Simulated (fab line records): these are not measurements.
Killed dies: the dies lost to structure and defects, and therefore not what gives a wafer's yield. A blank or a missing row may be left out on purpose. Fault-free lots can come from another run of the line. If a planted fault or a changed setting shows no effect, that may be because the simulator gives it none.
Matching of chambers :: flow nandHarc :: NHARC_P_GATE_DESCUM_13 on rieDiel-12 has 4 sister chambers
The step chemistry O2, time 3 s. 8 wafers are shown with their chamber, then 12 later ones without.

## WAFERS WITH THEIR CHAMBER
wafer: L089.6
chamber: 0
drypumpMotorCurrentA (A): 5.5
showerheadPlenumPTorr (Torr): 1.98

wafer: L090.5
chamber: 2
drypumpMotorCurrentA (A): 5.2
showerheadPlenumPTorr (Torr): 1.86

wafer: L090.1
chamber: 1
drypumpMotorCurrentA (A): 6.0
showerheadPlenumPTorr (Torr): 1.88

wafer: L090.2
chamber: 0
drypumpMotorCurrentA (A): 5.6
showerheadPlenumPTorr (Torr): 1.98

wafer: L090.6
chamber: 3
drypumpMotorCurrentA (A): 6.7
showerheadPlenumPTorr (Torr): 1.90

wafer: L094.1
chamber: 3
drypumpMotorCurrentA (A): 6.6
showerheadPlenumPTorr (Torr): 1.90

wafer: L094.3
chamber: 1
drypumpMotorCurrentA (A): 5.9
showerheadPlenumPTorr (Torr): 1.88

wafer: L094.4
chamber: 2
drypumpMotorCurrentA (A): 5.2
showerheadPlenumPTorr (Torr): 1.85

## WAFERS WHOSE CHAMBER IS MISSING
wafer: L096.1
drypumpMotorCurrentA (A): 5.5
showerheadPlenumPTorr (Torr): 1.98

wafer: L096.2
drypumpMotorCurrentA (A): 5.9
showerheadPlenumPTorr (Torr): 1.88

wafer: L096.4
drypumpMotorCurrentA (A): 6.7
showerheadPlenumPTorr (Torr): 1.90

wafer: L096.3
drypumpMotorCurrentA (A): 5.2
showerheadPlenumPTorr (Torr): 1.85

wafer: L096.5
drypumpMotorCurrentA (A): 6.0
showerheadPlenumPTorr (Torr): 1.88

wafer: L096.6
drypumpMotorCurrentA (A): 5.2
showerheadPlenumPTorr (Torr): 1.85

wafer: L095.2
drypumpMotorCurrentA (A): 5.6
showerheadPlenumPTorr (Torr): 1.98

wafer: L095.3
drypumpMotorCurrentA (A): 5.2
showerheadPlenumPTorr (Torr): 1.85

wafer: L095.5
drypumpMotorCurrentA (A): 6.6
showerheadPlenumPTorr (Torr): 1.90

wafer: L097.1
drypumpMotorCurrentA (A): 6.7
showerheadPlenumPTorr (Torr): 1.90

wafer: L097.3
drypumpMotorCurrentA (A): 5.9
showerheadPlenumPTorr (Torr): 1.88

wafer: L097.4
drypumpMotorCurrentA (A): 5.6
showerheadPlenumPTorr (Torr): 1.98

## EACH ONE'S CHAMBER
wafer: L096.1
from the rows above: 0
in truth: 0

wafer: L096.2
from the rows above: 1
in truth: 1

wafer: L096.4
from the rows above: 3
in truth: 3

wafer: L096.3
from the rows above: 2
in truth: 2

wafer: L096.5
from the rows above: 1
in truth: 1

wafer: L096.6
from the rows above: 2
in truth: 2

wafer: L095.2
from the rows above: 0
in truth: 0

wafer: L095.3
from the rows above: 2
in truth: 2

wafer: L095.5
from the rows above: 3
in truth: 3

wafer: L097.1
from the rows above: 3
in truth: 3

wafer: L097.3
from the rows above: 1
in truth: 1

wafer: L097.4
from the rows above: 0
in truth: 0
Correct placement for 12 of the 12. Can't be placed from these rows: 0. Number placed wrongly: 0.
How it was worked out, from the rows above alone: a wafer's distance from a chamber is the root of the sum, over the readings, of the square of ((its reading less the chamber's mean) divided by the reading's scatter). If the next closest chamber is less than 2 further off than the closest, the wafer can't be placed; otherwise it belongs to the closest. The mean given for a chamber averages the wafers shown for that chamber. The scatter is the square root of a quotient: the sum, over the shown wafers, of each reading's squared deviation from its chamber's mean, divided by wafers minus chambers.
